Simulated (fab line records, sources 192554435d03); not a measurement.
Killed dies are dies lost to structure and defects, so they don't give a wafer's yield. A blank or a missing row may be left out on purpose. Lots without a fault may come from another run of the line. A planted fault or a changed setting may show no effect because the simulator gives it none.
fab line records | flow n5_finfet
record lots=14 wafers=42 last_day=18
route steps=1938 shown BEOL_M10@1523 BEOL_M11@1538
lots that met no fault: from a run of the same line without faults
start_h: hours from the record's first day to the start of the lot's first wafer shown | wait_h: hours since the lot's step before | " the same as in the row above | L1.1+2: a row that stands for several wafers | - no value, or no start given | * or withheld: withheld | < > ~ a bound
route shown NAME@n: a module of which the file shows steps, and the number in the route of the first | usual: mean/standard deviation of fault-free wafers | same: alike in all rows | chamber/n: place in a boat | sites: the reading at each site | _std_site: their standard deviation | _edge_site: outer sites' mean less inner sites' | radius_mm: how far each site lies from the wafer's centre | mask NAME#n: copy n | behind: the tool/chamber that last shaped the wafer | hold: why the lot was held/for how many hours/how that ended | device: the transistor (n, p or np) that didn't switch | end of line: the same wafers' tests at the end of the route | a step without rows: its recipe alone | killed: dies lost to structure and defects at the first sort, not the wafer's yield | map: a wafer's dies, x killed, . not, _ none there
set.NAME: the setting as run; set.NAME@STEP: as run at that earlier step | model.NAME: the simulator's own value behind a step, which no gauge read
steps of the route over a sample of lots; a table a step, a row a wafer
services: from which hour (start_h, from the record's first day; less than 0 if before it) a tool's chamber was out of use, for how many hours, and why
## steps
# step N5_BEOL_M10_PRE_CLEAN_45
# recipe gas=H2/He time_s=30 temp_c=250
# usual heater_power_w=323/38 susceptor_temp_C=249.98/0.18
# columns lot.wafer tool chamber start_h wait_h heater_power_w susceptor_temp_C
L272.1 pvd_sputter-03 - 226.50 0.0 324 249.97
L272.3 " - " " 305 249.83
L272.4 " - " " 277 250.23
L273.2 pvd_sputter-02 - 229.17 0.0 296 249.90
L273.5 " - " " 308 249.75
L273.6 " - " " 410 249.59
L277.1 pvd_sputter-02 - 247.46 0.0 303 249.82
L277.3 " - " " 309 249.71
L277.4 " - " " 309 250.03
L278.2 pvd_sputter-03 - 258.61 0.0 307 250.03
L278.5 " - " " 274 250.06
L278.6 " - " " 311 249.92
L282.1 pvd_sputter-03 - 289.26 0.0 304 249.95
L282.5 " - " " 277 250.33
L282.6 " - " " 309 249.81
L287.1 pvd_sputter-01 - 310.23 0.0 378 249.85
L287.4 " - " " 315 249.79
L287.5 " - " " 294 250.26
L286.1 pvd_sputter-01 - 313.26 0.0 321 250.34
L286.2 " - " " 379 249.80
L286.5 " - " " 299 249.85
L285.1 pvd_sputter-01 - 314.08 0.0 310 249.73
L285.5 " - " " 298 250.19
L285.6 " - " " 302 249.92
L288.2 pvd_sputter-03 - 329.70 0.0 329 250.08
L288.3 " - " " 270 250.11
L288.5 " - " " 328 250.21
L290.2 pvd_sputter-01 - 334.89 0.0 313 249.82
L290.4 " - " " 318 249.89
L290.5 " - " " 308 249.85
L291.3 pvd_sputter-01 - 334.97 0.0 320 249.77
L291.5 " - " " 378 249.96
L291.6 " - " " 312 249.74
L293.1 pvd_sputter-02 - 355.71 0.0 413 250.05
L293.4 " - " " 299 250.12
L293.6 " - " " 304 250.25
L295.3 pvd_sputter-02 - 360.62 0.0 307 250.28
L295.5 " - " " 420 250.28
L295.6 " - " " 304 249.91
L289.3 pvd_sputter-03 - 376.54 0.0 309 249.98
L289.4 " - " " 274 250.29
L289.5 " - " " 268 250.10
# step N5_BEOL_M11_THK_MEAS_01
# recipe reads=SiCOH_lowk_of_BEOL_M11_ILD_DEP_00
# usual M11_ILD_THK=270/3
# columns lot.wafer tool chamber start_h wait_h M11_ILD_THK[nm]
L272.1 film_metro-01 - 229.35 0.4 264
L272.3 " - " " 269
L272.4 " - " " 271
L273.2 film_metro-02 - 232.20 0.4 270
L273.5 " - " " 270
L273.6 " - " " 273
L277.1 film_metro-02 - 251.16 0.4 265
L277.3 " - " " 271
L277.4 " - " " 267
L278.2 film_metro-01 - 262.56 0.7 269
L278.5 " - " " 276
L278.6 " - " " 271
L282.1 film_metro-02 - 291.50 0.4 264
L282.5 " - " " 272
L282.6 " - " " 266
L287.1 film_metro-02 - 313.14 0.6 269
L287.4 " - " " 271
L287.5 " - " " 269
L286.1 film_metro-02 - 315.52 0.4 267
L286.2 " - " " 269
L286.5 " - " " 270
L285.1 film_metro-02 - 316.73 0.4 264
L285.5 " - " " 273
L285.6 " - " " 270
L288.2 film_metro-02 - 332.46 0.4 266
L288.3 " - " " 266
L288.5 " - " " 272
L291.3 film_metro-02 - 339.88 0.3 269
L291.5 " - " " 273
L291.6 " - " " 273
L290.2 film_metro-01 - 340.09 0.7 268
L290.4 " - " " 273
L290.5 " - " " 268
L293.1 film_metro-02 - 358.50 0.4 272
L293.4 " - " " 272
L293.6 " - " " 274
L295.3 film_metro-01 - 363.15 0.3 274
L295.5 " - " " 277
L295.6 " - " " 272
L289.3 film_metro-02 - 379.00 0.3 263
L289.4 " - " " 266
L289.5 " - " " 271
# step N5_BEOL_M11_EXPOSE_08
# recipe mask_id=M11 na=1.35 source_shape=dipole sigma_inner=0.411 sigma_outer=0.611 polarization=te dose_mj=53.75
# usual dipole_opening_deg=40/0 exposure_dose_mJ_cm2=53.72/0.068 na=1.35/0
# columns lot.wafer tool chamber start_h wait_h mask dipole_opening_deg exposure_dose_mJ_cm2 na
L272.1 arfi_scanner-01 0 229.76 - M11#0 40 53.70 1.35
L272.3 " 0 " " M11#0 40 53.77 1.35
L272.4 " 0 " " M11#0 40 53.69 1.35
L273.2 arfi_scanner-01 0 233.05 - M11#0 40 53.80 1.35
L273.5 " 0 " " M11#0 40 53.68 1.35
L273.6 " 0 " " M11#0 40 53.62 1.35
L277.1 arfi_scanner-02 - 253.89 - M11#0 - - -
L277.3 " - " " M11#0 - - -
L277.4 " - " " M11#0 - - -
L278.2 arfi_scanner-01 - 265.93 - M11#0 - - -
L278.5 " - " " M11#0 - - -
L278.6 " - " " M11#0 - - -
L282.1 arfi_scanner-01 0 292.51 - M11#0 40 53.54 1.35
L282.5 " 0 " " M11#0 40 53.70 1.35
L282.6 " 0 " " M11#0 40 53.64 1.35
L287.1 arfi_scanner-02 0 314.36 - M11#0 40 53.79 1.35
L287.4 " 0 " " M11#0 40 53.81 1.35
L287.5 " 0 " " M11#0 40 53.67 1.35
L286.1 arfi_scanner-02 0 317.54 - M11#0 40 53.74 1.35
L286.2 " 0 " " M11#0 40 53.69 1.35
L286.5 " 0 " " M11#0 40 53.69 1.35
L285.1 arfi_scanner-02 0 318.00 - M11#0 40 53.82 1.35
L285.5 " 0 " " M11#0 40 53.79 1.35
L285.6 " 0 " " M11#0 40 53.86 1.35
L288.2 arfi_scanner-03 0 333.68 - M11#0 40 53.76 1.35
L288.3 " 0 " " M11#0 40 53.73 1.35
L288.5 " 0 " " M11#0 40 53.74 1.35
L291.3 arfi_scanner-01 0 342.07 - M11#0 40 53.58 1.35
L291.5 " 0 " " M11#0 40 53.60 1.35
L291.6 " 0 " " M11#0 40 53.66 1.35
L290.2 arfi_scanner-02 0 342.22 - M11#0 40 53.81 1.35
L290.4 " 0 " " M11#0 40 53.62 1.35
L290.5 " 0 " " M11#0 40 53.76 1.35
L293.1 arfi_scanner-01 0 359.75 - M11#0 40 53.64 1.35
L293.4 " 0 " " M11#0 40 53.70 1.35
L293.6 " 0 " " M11#0 40 53.75 1.35
L295.3 arfi_scanner-03 0 364.90 - M11#0 40 53.70 1.35
L295.5 " 0 " " M11#0 40 53.69 1.35
L295.6 " 0 " " M11#0 40 53.76 1.35
L289.3 arfi_scanner-01 0 381.04 - M11#0 40 53.62 1.35
L289.4 " 0 " " M11#0 40 53.58 1.35
L289.5 " 0 " " M11#0 40 53.60 1.35
# step N5_BEOL_M11_ETCH_62
# recipe chemistry=N2/H2 target=SOC target_depth_a=1100 overetch_a=220 mask_material=SiARC temp_c=40 time_s=165 ion_energy_ev=200 pressure_mtorr=30 source_w=840 bias_w=150 n2_flow_sccm=200 h2_flow_sccm=200
# usual drypump_motor_current_A=5.9/0.39 h2_flow_sccm=200.0/0.67 oes_product_au=0.67/0.065 rf_vpp_V=524.5/2.5 showerhead_plenum_p_Torr=2.57/0.083 throttle_valve_pct=17.93/0.22
# columns lot.wafer tool chamber start_h wait_h drypump_motor_current_A h2_flow_sccm oes_product_au rf_hours_counter_h rf_vpp_V showerhead_plenum_p_Torr throttle_valve_pct
L272.1 rie_diel-06 0 230.06 0.0 5.8 198.3 0.80 5 524.4 2.60 17.91
L272.3 " 3 " " 5.9 200.5 0.70 99 520.7 2.47 17.90
L272.4 " 3 " " 5.9 200.8 0.70 - 522.0 2.47 17.90
L273.2 rie_diel-03 0 233.52 0.0 5.9 200.8 0.68 107 524.7 2.57 17.93
L273.5 " 0 " " 5.9 200.3 0.67 - 524.7 2.57 17.94
L273.6 " 3 " " 5.6 200.6 0.62 - 523.7 2.52 17.87
L277.1 rie_diel-03 3 254.21 0.0 5.6 200.0 0.61 200 522.8 2.52 17.88
L277.3 " 2 " " 6.1 199.9 0.60 238 525.9 2.61 18.10
L277.4 " 1 " " 6.1 199.7 0.62 186 522.9 2.52 17.87
L278.2 rie_diel-06 1 266.22 0.0 6.4 199.3 0.63 183 527.8 2.66 18.48
L278.5 " 3 " " 5.9 200.3 0.69 - 520.5 2.47 17.93
L278.6 " 0 " " 5.8 199.7 0.77 - 526.9 2.60 17.92
L282.1 rie_diel-06 2 292.81 0.0 5.4 200.6 0.77 17 528.4 2.70 17.61
L282.5 " 3 " " 5.9 200.3 0.68 - 520.3 2.46 17.94
L282.6 " 2 " " 5.5 199.9 0.77 - 526.9 2.70 17.58
L287.1 rie_diel-06 3 315.13 0.0 5.9 198.8 0.67 129 520.1 2.46 17.96
L287.4 " 2 " " 5.4 200.0 0.75 26 527.3 2.69 17.62
L287.5 " 3 " " 5.9 198.9 0.67 - 521.2 2.46 17.96
L286.1 rie_diel-03 1 318.05 0.0 6.1 200.4 0.60 207 523.9 2.51 17.90
L286.2 " 0 " " 5.9 201.0 0.65 134 523.8 2.56 18.01
L286.5 " 1 " " 6.1 200.1 0.61 - 525.0 2.51 17.90
L285.1 rie_diel-06 2 318.67 0.0 5.4 201.4 0.75 27 527.4 2.69 17.63
L285.5 " 3 " " 5.9 197.6 0.68 - 520.9 2.46 17.96
L285.6 " 0 " " 5.8 200.2 0.74 - 525.4 2.59 17.96
L288.2 rie_diel-05 3 334.22 0.0 5.1 200.4 0.74 33 529.1 2.71 17.77
L288.3 " 1 " " 5.4 199.7 0.62 173 520.4 2.42 17.75
L288.5 " 3 " " 5.1 199.5 0.75 - 527.5 2.71 17.79
L291.3 rie_diel-05 1 342.42 0.0 5.3 200.3 0.62 176 521.0 2.41 17.76
L291.5 " 1 " " 5.4 200.8 0.62 - 520.6 2.42 17.74
L291.6 " 3 " " 5.1 199.0 0.75 - 528.7 2.71 17.79
L290.2 rie_diel-03 1 342.59 0.0 6.1 200.2 0.60 215 522.5 2.51 17.92
L290.4 " 3 " " 5.7 200.5 0.59 230 524.0 2.51 17.94
L290.5 " 2 " " 6.1 200.2 0.81 - 525.4 2.61 17.73
L293.1 rie_diel-03 2 360.35 0.0 6.1 200.4 0.80 13 525.7 2.60 17.74
L293.4 " 3 " " 5.6 200.1 0.59 237 522.7 2.50 17.94
L293.6 " 0 " " 5.9 200.2 0.64 - 522.5 2.55 18.01
L295.3 rie_diel-06 3 365.19 0.0 5.9 201.4 0.66 146 520.9 2.45 17.99
L295.5 " 3 " " 5.9 200.4 0.66 - 520.6 2.45 18.00
L295.6 " 2 " " 5.4 200.1 0.73 - 528.2 2.68 17.68
L289.3 rie_diel-06 2 381.32 0.0 5.5 200.6 0.73 47 528.9 2.68 17.64
L289.4 " 0 " " 5.8 199.1 0.71 59 524.1 2.58 18.01
L289.5 " 3 " " 5.9 199.7 0.66 - 522.4 2.45 17.99
## services
# columns tool chamber start_h hours kind
rie_diel-03 3 202.61 2.6 repair
pvd_sputter-02 - 205.02 2.0 repair
arfi_scanner-03 - 211.16 0.8 pm
arfi_scanner-01 - 219.31 0.8 pm
arfi_scanner-02 - 224.67 1.0 pm
arfi_scanner-03 - 229.20 1.3 pm
rie_diel-06 - 230.51 0.5 repair
arfi_scanner-02 - 233.05 1.3 pm
arfi_scanner-02 - 235.88 0.8 pm
rie_diel-06 2 237.70 13.5 repair
pvd_sputter-01 - 246.25 3.0 repair
arfi_scanner-01 - 246.55 0.9 repair
arfi_scanner-03 - 259.87 0.3 repair
rie_diel-03 - 272.44 14.6 pm
arfi_scanner-03 - 282.17 1.0 pm
arfi_scanner-03 - 287.57 0.9 repair
arfi_scanner-01 - 310.16 1.0 pm
arfi_scanner-01 - 311.54 1.3 pm
arfi_scanner-01 - 313.44 3.4 repair
arfi_scanner-02 - 328.80 1.3 repair
pvd_sputter-01 - 335.05 1.8 repair
pvd_sputter-01 - 354.34 9.6 repair
arfi_scanner-02 - 358.55 1.3 pm
pvd_sputter-01 - 366.21 1.5 repair
## key
first_sign step=N5_BEOL_M11_EXPOSE_08 reading=tool_record direction=missing
effect none on later readings
met_at N5_BEOL_M11_EXPOSE_08
struck_lots L277,L278
later_rows_left_out L277.1,L277.3,L277.4,L278.2,L278.5,L278.6
sort_left_out L277.1,L277.3,L277.4,L278.2,L278.5,L278.6
not_acting_at N5_BEOL_M10_PRE_CLEAN_45,N5_BEOL_M11_THK_MEAS_01,N5_BEOL_M11_ETCH_62
onset_between 233.05 253.89
fault kind=skipped_step_whole tool=arfi_scanner-01,arfi_scanner-02 chamber=- onset_h=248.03 steps=N5_BEOL_M11_EXPOSE_08 scope=struck_lots_only
# sort_left_out: the simulated sort isn't trusted on such a fault, so these wafers' sort isn't shown, and their yield isn't known
# later_rows_left_out: the simulator's readings of these wafers behind a module that went badly wrong aren't trusted and aren't shown, but for the sort
